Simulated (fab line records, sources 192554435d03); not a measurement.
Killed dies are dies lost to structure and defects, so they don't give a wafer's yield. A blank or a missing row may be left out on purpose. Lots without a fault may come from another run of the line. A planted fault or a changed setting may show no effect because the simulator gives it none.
Which tool did it? | flow n5_finfet | 24 lots, 72 wafers sampled, at 6 steps of a route of 1938

WHAT THE GAUGES READ, wafer by wafer
N5_SPACER0_INSPECT_04: inspects for defects (darkfield). Usual: raw_defect_count 142, standard deviation 38.
lot  | measured    | on                | raw_defect_count | flag
L074 | day 3 01:01 | defect_inspect-02 | 181 127 204      |
L075 | day 3 07:22 | defect_inspect-02 | 124 110 103      |
L076 | day 3 12:18 | defect_inspect-02 | 114 87 128       |
L077 | day 3 17:21 | defect_inspect-02 | 117 155 140      |
L078 | day 4 04:11 | defect_inspect-02 | 130 105 70       |
L079 | day 4 10:24 | defect_inspect-02 | 131 144 136      |
L080 | day 4 13:26 | defect_inspect-02 | 224 148 171      |
L081 | day 4 20:43 | defect_inspect-01 | 101 123 111      |
L082 | day 5 04:37 | defect_inspect-02 | 97 167 138       |
L083 | day 5 07:41 | defect_inspect-02 | 121 105 89       |
L084 | day 5 16:34 | defect_inspect-02 | 144 198 245      |
L085 | day 5 20:17 | defect_inspect-02 | 126 136 109      |
L086 | day 6 03:14 | defect_inspect-01 | 120 160 120      |
L087 | day 6 06:58 | defect_inspect-02 | 74 91 76         |
L088 | day 6 13:43 | defect_inspect-01 | 113 175 188      |
L089 | day 6 19:20 | defect_inspect-01 | 77 129 129       |
L090 | day 7 01:13 | defect_inspect-02 | 175 127 106      |
L091 | day 7 07:35 | defect_inspect-02 | 168 202 228      |
L092 | day 7 14:47 | defect_inspect-02 | 161 185 126      |
L093 | day 7 20:56 | defect_inspect-01 | 121 150 155      |
L094 | day 8 02:33 | defect_inspect-02 | 179 145 162      |
L095 | day 8 06:45 | defect_inspect-02 | 171 217 182      |
L096 | day 8 14:36 | defect_inspect-01 | 166 182 187      |
L097 | day 8 21:46 | defect_inspect-02 | 125 184 152      |

N5_SD_EPI_N_OVL_MEAS_10. Usual: SD_N_BLK_OVL 0.1 nm, standard deviation 0.92.
lot  | measured    | on         | SD_N_BLK_OVL (nm) | flag
L074 | day 3 01:19 | overlay-02 | 1.5 0.4 1.0       |
L075 | day 3 07:41 | overlay-01 | -1.4 -0.8 -0.4    |
L076 | day 3 12:44 | overlay-02 | 0.4 0.4 0.8       |
L077 | day 3 17:47 | overlay-02 | -0.5 0.5 0.7      |
L078 | day 4 04:37 | overlay-01 | 0.7 -0.9 0.9      |
L079 | day 4 10:42 | overlay-02 | -1.0 0.2 0.5      |
L080 | day 4 13:46 | overlay-01 | 0.3 -0.1 -0.7     |
L081 | day 4 21:01 | overlay-02 | 0.1 -0.6 0.0      |
L082 | day 5 04:55 | overlay-02 | -1.7 -1.0 -0.7    |
L083 | day 5 07:59 | overlay-01 | -0.7 -1.1 -0.9    |
L084 | day 5 16:59 | overlay-02 | 0.2 -0.5 -0.8     |
L085 | day 5 20:43 | overlay-02 | -0.4 0.7 -1.5     |
L086 | day 6 03:40 | overlay-02 | 0.1 1.1 1.6       |
L087 | day 6 07:25 | overlay-01 | 1.4 1.0 0.6       |
L088 | day 6 14:08 | overlay-01 | 0.4 0.9 0.4       |
L089 | day 6 19:46 | overlay-02 | -0.1 1.0 0.9      |
L090 | day 7 01:31 | overlay-01 | -0.8 -1.3 -1.0    |
L091 | day 7 07:53 | overlay-01 | -0.8 -1.9 0.9     |
L092 | day 7 15:13 | overlay-01 | 0.8 1.1 0.5       |
L093 | day 7 21:22 | overlay-02 | 0.1 1.1 0.8       |
L094 | day 8 02:51 | overlay-01 | -1.6 -0.6 -0.7    |
L095 | day 8 07:04 | overlay-02 | 1.3 1.1 0.0       |
L096 | day 8 14:54 | overlay-01 | -0.1 1.1 0.9      |
L097 | day 8 22:04 | overlay-02 | 0.8 -0.5 0.3      |

WHICH TOOL RAN EACH LOT (tool, then ch and the chambers of the sampled wafers, then the start)
lot  | N5_FIN_SAQP_ETCH_57               | N5_FIN_SAQP_SPACER2_ALD_28       | N5_FIN_SAQP_ETCH_34               | N5_FIN_CUT_CUT_ETCH_26
L074 | rie_diel-06 ch 1,2,3, day 2 01:59 | ald_sin-03 ch 1,2,3, day 2 02:58 | rie_diel-04 ch 0,2, day 2 03:41   | rie_diel-02 ch 0,1,3, day 2 05:01
L075 | rie_diel-06 ch 1,2,3, day 2 06:01 | ald_sin-03 ch 0,3, day 2 07:00   | rie_diel-03 ch 1,2,3, day 2 07:38 | rie_diel-02 ch 2,3, day 2 09:06
L076 | rie_diel-06 ch 0,1,2, day 2 12:38 | ald_sin-03 ch 1,3, day 2 13:37   | rie_diel-04 ch 0,1, day 2 14:16   | rie_diel-05 ch 0,1,3, day 2 15:36
L077 | rie_diel-06 ch 0,1,3, day 2 17:24 | ald_sin-01 ch 0,2,3, day 2 18:23 | rie_diel-04 ch 0,2,3, day 2 19:28 | rie_diel-02 ch 1,2,3, day 2 20:47
L078 | rie_diel-03 ch 0,1, day 3 00:38   | ald_sin-03 ch 0,2,3, day 3 01:58 | rie_diel-03 ch 0,3, day 3 02:46   | rie_diel-05 ch 2,3, day 3 04:55
L079 | rie_diel-03 ch 1,3, day 3 07:34   | ald_sin-02 ch 1,3, day 3 09:10   | rie_diel-04 ch 1,2,3, day 3 09:49 | rie_diel-01 ch 0,2,3, day 3 11:22
L080 | rie_diel-04 ch 0,3, day 3 13:20   | ald_sin-02 ch 1,2,3, day 3 14:36 | rie_diel-03 ch 1,2, day 3 15:22   | rie_diel-02 ch 2,3, day 3 16:52
L081 | rie_diel-03 ch 1,2,3, day 3 18:51 | ald_sin-03 ch 0,1,3, day 3 19:58 | rie_diel-06 ch 0,1,2, day 3 20:37 | rie_diel-05 ch 0,1,2, day 3 22:22
L082 | rie_diel-03 ch 1,2, day 4 01:00   | ald_sin-01 ch 0,2,3, day 4 02:06 | rie_diel-06 ch 2,3, day 4 02:44   | rie_diel-05 ch 2,3, day 4 04:07
L083 | rie_diel-03 ch 0,1, day 4 06:27   | ald_sin-02 ch 0,1,3, day 4 07:55 | rie_diel-03 ch 0,1, day 4 08:33   | rie_diel-01 ch 0,2, day 4 10:00
L084 | rie_diel-04 ch 0,1,3, day 4 14:21 | ald_sin-02 ch 1,2, day 4 15:40   | rie_diel-06 ch 0,3, day 4 16:19   | rie_diel-02 ch 0,2,3, day 4 17:40
L085 | rie_diel-04 ch 2,3, day 4 17:59   | ald_sin-01 ch 0,2, day 4 19:50   | rie_diel-06 ch 1,2,3, day 4 20:29 | rie_diel-02 ch 0,2, day 4 21:56
L086 | rie_diel-06 ch 0,1,2, day 5 02:02 | ald_sin-02 ch 0,1,2, day 5 04:48 | rie_diel-06 ch 0,2,3, day 5 05:33 | rie_diel-01 ch 1,2,3, day 5 06:57
L087 | rie_diel-06 ch 0,2,3, day 5 07:28 | ald_sin-01 ch 0,1,2, day 5 08:37 | rie_diel-03 ch 0,2, day 5 09:35   | rie_diel-05 ch 0,1,3, day 5 10:55
L088 | rie_diel-04 ch 0,3, day 5 12:26   | ald_sin-03 ch 0,1,3, day 5 13:34 | rie_diel-06 ch 0,1, day 5 14:13   | rie_diel-02 ch 2,3, day 5 15:59
L089 | rie_diel-04 ch 1,3, day 5 20:00   | ald_sin-02 ch 1,2,3, day 5 21:20 | rie_diel-04 ch 1,2, day 5 22:02   | rie_diel-01 ch 1,2,3, day 5 23:22
L090 | rie_diel-04 ch 0,1,3, day 6 00:23 | ald_sin-03 ch 0,1,2, day 6 01:32 | rie_diel-04 ch 0,2,3, day 6 02:10 | rie_diel-05 ch 0,2,3, day 6 03:29
L091 | rie_diel-03 ch 0,1, day 6 06:04   | ald_sin-01 ch 0,2,3, day 6 07:32 | rie_diel-03 ch 0,2,3, day 6 08:11 | rie_diel-01 ch 1,2, day 6 09:30
L092 | rie_diel-04 ch 0,2,3, day 6 13:03 | ald_sin-01 ch 1,3, day 6 14:09   | rie_diel-06 ch 0,1,2, day 6 15:05 | rie_diel-05 ch 0,2, day 6 16:26
L093 | rie_diel-04 ch 2,3, day 6 19:15   | ald_sin-02 ch 0,2, day 6 20:29   | rie_diel-03 ch 0,1,2, day 6 21:16 | rie_diel-05 ch 0,3, day 6 22:35
L094 | rie_diel-06 ch 0,1,2, day 7 01:19 | ald_sin-01 ch 0,1,3, day 7 02:17 | rie_diel-06 ch 0,1,2, day 7 02:56 | rie_diel-02 ch 0,1,2, day 7 04:23
L095 | rie_diel-06 ch 0,2, day 7 07:34   | ald_sin-03 ch 0,3, day 7 08:41   | rie_diel-04 ch 1,3, day 7 09:20   | rie_diel-01 ch 0,2, day 7 10:40
L096 | rie_diel-03 ch 0,2,3, day 7 12:58 | ald_sin-03 ch 1,2,3, day 7 13:56 | rie_diel-03 ch 1,2,3, day 7 14:35 | rie_diel-01 ch 0,1,3, day 7 16:04
L097 | rie_diel-03 ch 0,1,2, day 7 18:57 | ald_sin-02 ch 2,3, day 7 19:55   | rie_diel-03 ch 1,2, day 7 20:34   | rie_diel-01 ch 0,1,2, day 7 21:53
- N5_FIN_SAQP_ETCH_57: etches SiNx in CH3F/O2, target depth 32.5 nm, time 46.4 s.
- N5_FIN_SAQP_SPACER2_ALD_28: deposits SiO2, target thk 8.1 nm, pulse time 1 s, purge time 2 s.
- N5_FIN_SAQP_ETCH_34: etches SiO2 in C4F6/O2, target depth 45 nm, time 15 s.
- N5_FIN_CUT_CUT_ETCH_26: etches SiNx in CH3F/O2, target depth 39 nm, time 55.7 s.

WHAT THE TOOLS THEMSELVES READ (means of the sampled wafers that have a number; where no wafer has one, the mark that the record gives instead)
N5_FIN_SAQP_ETCH_57. Usual: drypump_motor_current_A 5.7 A, standard deviation 0.65; etch_rf_on_time_s 46.3 s, standard deviation 1.2; oes_product_au 0.68 a.u., standard deviation 0.086; rf_vpp_V 295 V, standard deviation 5.3; showerhead_plenum_p_Torr 1.96 Torr, standard deviation 0.049; throttle_valve_pct 16.39 %, standard deviation 0.22.
lot  | tool        | drypump_motor_current_A (A) | etch_rf_on_time_s (s) | oes_product_au (a.u.) | rf_vpp_V (V) | showerhead_plenum_p_Torr (Torr) | throttle_valve_pct (%) | flag
L074 | rie_diel-06 | 5.6                         | 46.6                  | 0.67                  | 295          | 1.95                            | 16.45                  |
L075 | rie_diel-06 | 5.6                         | 46.5                  | 0.67                  | 294          | 1.95                            | 16.46                  |
L076 | rie_diel-06 | 5.1                         | 45.8                  | 0.73                  | 298          | 1.95                            | 16.34                  |
L077 | rie_diel-06 | 5.6                         | 46.0                  | 0.72                  | 298          | 1.96                            | 16.36                  |
L078 | rie_diel-03 | 6.1                         | 47.2                  | 0.59                  | 289          | 1.97                            | 16.67                  |
L079 | rie_diel-03 | 6.6                         | 46.7                  | 0.60                  | 292          | 1.91                            | 16.57                  |
L080 | rie_diel-04 | 5.6                         | 45.9                  | 0.76                  | 294          | 1.96                            | 16.38                  |
L081 | rie_diel-03 | 6.0                         | 46.3                  | 0.59                  | 297          | 1.92                            | 16.48                  |
L082 | rie_diel-03 | 5.4                         | 46.8                  | 0.59                  | 298          | 1.94                            | 16.38                  |
L083 | rie_diel-03 | 5.5                         | 46.0                  | 0.77                  | 292          | 2.01                            | 16.46                  |
L084 | rie_diel-04 | 5.7                         | 45.1                  | 0.74                  | 293          | 1.95                            | 16.24                  |
L085 | rie_diel-04 | 5.7                         | 45.4                  | 0.66                  | 292          | 1.98                            | 16.51                  |
L086 | rie_diel-06 | 5.1                         | 46.1                  | 0.70                  | 297          | 1.94                            | 16.38                  |
L087 | rie_diel-06 | 5.8                         | 47.7                  | 0.65                  | 295          | 1.95                            | 16.49                  |
L088 | rie_diel-04 | 5.6                         | 47.2                  | 0.70                  | 295          | 1.94                            | 16.34                  |
L089 | rie_diel-04 | 6.0                         | 44.1                  | 0.77                  | 293          | 1.96                            | 16.18                  |
L090 | rie_diel-04 | 5.7                         | 44.9                  | 0.73                  | 293          | 1.95                            | 16.26                  |
L091 | rie_diel-03 | 6.1                         | 46.2                  | 0.66                  | 290          | 1.96                            | 16.56                  |
L092 | rie_diel-04 | 5.6                         | 46.1                  | 0.67                  | 293          | 1.96                            | 16.45                  |
L093 | rie_diel-04 | 5.7                         | 45.6                  | 0.65                  | 292          | 1.98                            | 16.56                  |
L094 | rie_diel-06 | 5.1                         | 46.4                  | 0.69                  | 297          | 1.93                            | 16.40                  |
L095 | rie_diel-06 | 5.3                         | 46.5                  | 0.69                  | 297          | 1.94                            | 16.40                  |
L096 | rie_diel-03 | 5.4                         | 46.2                  | 0.78                  | 301          | 2.05                            | 16.11                  |
L097 | rie_diel-03 | 5.5                         | 45.2                  | 0.72                  | 295          | 1.97                            | 16.32                  |

N5_FIN_SAQP_SPACER2_ALD_28. Usual: heater_power_w 463 W, standard deviation 41; precursor_pulse_height_rel 1.004, standard deviation 0.021.
lot  | tool       | heater_power_w (W) | precursor_pulse_height_rel | flag
L074 | ald_sin-03 | 492                | 1.031                      |
L075 | ald_sin-03 | 442                | 1.018                      |
L076 | ald_sin-03 | 490                | 1.001                      |
L077 | ald_sin-01 | 486                | 1.002                      |
L078 | ald_sin-03 | 467                | 1.020                      |
L079 | ald_sin-02 | 461                | 1.006                      |
L080 | ald_sin-02 | 459                | 1.001                      |
L081 | ald_sin-03 | 467                | 0.996                      |
L082 | ald_sin-01 | 491                | 1.008                      |
L083 | ald_sin-02 | 431                | 1.008                      |
L084 | ald_sin-02 | 465                | 1.033                      |
L085 | ald_sin-01 | 483                | 1.008                      |
L086 | ald_sin-02 | 436                | 1.004                      |
L087 | ald_sin-01 | 459                | 1.025                      |
L088 | ald_sin-03 | 448                | 1.003                      |
L089 | ald_sin-02 | 461                | 0.993                      |
L090 | ald_sin-03 | 486                | 1.016                      |
L091 | ald_sin-01 | 491                | 1.009                      |
L092 | ald_sin-01 | 462                | 0.971                      |
L093 | ald_sin-02 | 414                | 1.007                      |
L094 | ald_sin-01 | 467                | 1.013                      |
L095 | ald_sin-03 | 429                | 1.013                      |
L096 | ald_sin-03 | 491                | 0.993                      |
L097 | ald_sin-02 | 457                | 0.990                      |

N5_FIN_SAQP_ETCH_34. Usual: drypump_motor_current_A 5.7 A, standard deviation 0.66; etch_rf_on_time_s 15.0 s, standard deviation 0.32; oes_product_au 0.69 a.u., standard deviation 0.09; rf_vpp_V 662 V, standard deviation 12; showerhead_plenum_p_Torr 2.80 Torr, standard deviation 0.079; throttle_valve_pct 21.13 %, standard deviation 0.25.
lot  | tool        | drypump_motor_current_A (A) | etch_rf_on_time_s (s) | oes_product_au (a.u.) | rf_vpp_V (V) | showerhead_plenum_p_Torr (Torr) | throttle_valve_pct (%) | flag
L074 | rie_diel-04 | 5.6                         | 15.1                  | 0.66                  | 657          | 2.78                            | 21.05                  |
L075 | rie_diel-03 | 6.0                         | 15.2                  | 0.60                  | 665          | 2.75                            | 21.14                  |
L076 | rie_diel-04 | 5.7                         | 14.9                  | 0.73                  | 657          | 2.76                            | 20.87                  |
L077 | rie_diel-04 | 5.7                         | 14.9                  | 0.71                  | 656          | 2.81                            | 21.17                  |
L078 | rie_diel-03 | 5.5                         | 15.3                  | 0.58                  | 665          | 2.86                            | 21.52                  |
L079 | rie_diel-04 | 5.9                         | 14.6                  | 0.74                  | 654          | 2.81                            | 21.09                  |
L080 | rie_diel-03 | 5.4                         | 15.1                  | 0.60                  | 668          | 2.76                            | 21.03                  |
L081 | rie_diel-06 | 5.1                         | 14.9                  | 0.72                  | 666          | 2.77                            | 21.14                  |
L082 | rie_diel-06 | 6.3                         | 15.3                  | 0.61                  | 655          | 2.78                            | 21.29                  |
L083 | rie_diel-03 | 6.1                         | 15.0                  | 0.68                  | 648          | 2.80                            | 21.32                  |
L084 | rie_diel-06 | 6.2                         | 15.3                  | 0.65                  | 662          | 2.80                            | 21.24                  |
L085 | rie_diel-06 | 5.6                         | 15.1                  | 0.65                  | 661          | 2.76                            | 21.20                  |
L086 | rie_diel-06 | 5.8                         | 15.2                  | 0.65                  | 661          | 2.77                            | 21.23                  |
L087 | rie_diel-03 | 4.9                         | 14.7                  | 0.82                  | 667          | 2.87                            | 21.01                  |
L088 | rie_diel-06 | 5.1                         | 15.0                  | 0.74                  | 673          | 2.80                            | 21.11                  |
L089 | rie_diel-04 | 6.0                         | 14.9                  | 0.65                  | 650          | 2.81                            | 21.12                  |
L090 | rie_diel-04 | 5.7                         | 14.8                  | 0.67                  | 655          | 2.79                            | 21.21                  |
L091 | rie_diel-03 | 5.4                         | 14.6                  | 0.82                  | 675          | 2.92                            | 20.89                  |
L092 | rie_diel-06 | 5.2                         | 15.2                  | 0.69                  | 666          | 2.76                            | 21.16                  |
L093 | rie_diel-03 | 5.5                         | 15.0                  | 0.72                  | 660          | 2.80                            | 21.05                  |
L094 | rie_diel-06 | 5.1                         | 14.9                  | 0.69                  | 665          | 2.76                            | 21.18                  |
L095 | rie_diel-04 | 6.0                         | 14.7                  | 0.75                  | 653          | 2.78                            | 20.96                  |
L096 | rie_diel-03 | 6.0                         | 14.5                  | 0.73                  | 669          | 2.85                            | 20.94                  |
L097 | rie_diel-03 | 5.4                         | 14.8                  | 0.71                  | 668          | 2.75                            | 20.82                  |

N5_FIN_CUT_CUT_ETCH_26. Usual: drypump_motor_current_A 5.7 A, standard deviation 0.43; oes_product_au 0.77 a.u., standard deviation 0.062; rf_vpp_V 299 V, standard deviation 5.7; showerhead_plenum_p_Torr 2.01 Torr, standard deviation 0.074; throttle_valve_pct 16.38 %, standard deviation 0.17.
lot  | tool        | drypump_motor_current_A (A) | oes_product_au (a.u.) | rf_vpp_V (V) | showerhead_plenum_p_Torr (Torr) | throttle_valve_pct (%) | flag
L074 | rie_diel-02 | 5.9                         | 0.76                  | 296          | 2.01                            | 16.30                  |
L075 | rie_diel-02 | 5.6                         | 0.75                  | 298          | 1.94                            | 16.28                  |
L076 | rie_diel-05 | 5.7                         | 0.80                  | 304          | 2.04                            | 16.47                  |
L077 | rie_diel-02 | 5.6                         | 0.75                  | 298          | 2.00                            | 16.29                  |
L078 | rie_diel-05 | 5.6                         | 0.74                  | 292          | 2.09                            | 16.41                  |
L079 | rie_diel-01 | 5.7                         | 0.77                  | 301          | 1.98                            | 16.45                  |
L080 | rie_diel-02 | 5.2                         | 0.75                  | 299          | 1.96                            | 16.25                  |
L081 | rie_diel-05 | 5.7                         | 0.79                  | 300          | 2.04                            | 16.50                  |
L082 | rie_diel-05 | 5.6                         | 0.74                  | 297          | 2.08                            | 16.43                  |
L083 | rie_diel-01 | 6.0                         | 0.77                  | 305          | 2.04                            | 16.52                  |
L084 | rie_diel-02 | 5.5                         | 0.76                  | 297          | 1.97                            | 16.26                  |
L085 | rie_diel-02 | 5.5                         | 0.77                  | 298          | 2.00                            | 16.19                  |
L086 | rie_diel-01 | 5.8                         | 0.80                  | 301          | 2.01                            | 16.33                  |
L087 | rie_diel-05 | 5.7                         | 0.78                  | 304          | 2.04                            | 16.51                  |
L088 | rie_diel-02 | 5.6                         | 0.72                  | 298          | 1.94                            | 16.33                  |
L089 | rie_diel-01 | 5.8                         | 0.80                  | 301          | 2.01                            | 16.34                  |
L090 | rie_diel-05 | 5.7                         | 0.77                  | 300          | 2.09                            | 16.41                  |
L091 | rie_diel-01 | 6.2                         | 0.80                  | 304          | 2.06                            | 16.40                  |
L092 | rie_diel-05 | 5.7                         | 0.77                  | 296          | 2.09                            | 16.42                  |
L093 | rie_diel-05 | 5.7                         | 0.76                  | 304          | 2.08                            | 16.42                  |
L094 | rie_diel-02 | 5.6                         | 0.74                  | 297          | 2.02                            | 16.29                  |
L095 | rie_diel-01 | 6.0                         | 0.75                  | 305          | 2.03                            | 16.56                  |
L096 | rie_diel-01 | 5.8                         | 0.80                  | 297          | 1.96                            | 16.35                  |
L097 | rie_diel-01 | 6.2                         | 0.81                  | 300          | 2.01                            | 16.41                  |

THE ANSWER, worked out from the rows above alone
Rule: a lot is off if the mean of its wafers that have a number lies more than 3 standard deviations from the usual mean. A lot without any number at a reading at which 4 lots or more have one is off too. The other lots that the step has rows for count as sound. The gauges are gone through in route order, then the tools' own readings, and for those a lot's mean is taken as printed above. The first step at which some lot is off is used, and at that step the reading that is off furthest; a lot without a number counts as furthest.
No lot is off at any reading shown: from this, nothing can be told.

WHAT THE SIMULATOR HAD PUT IN
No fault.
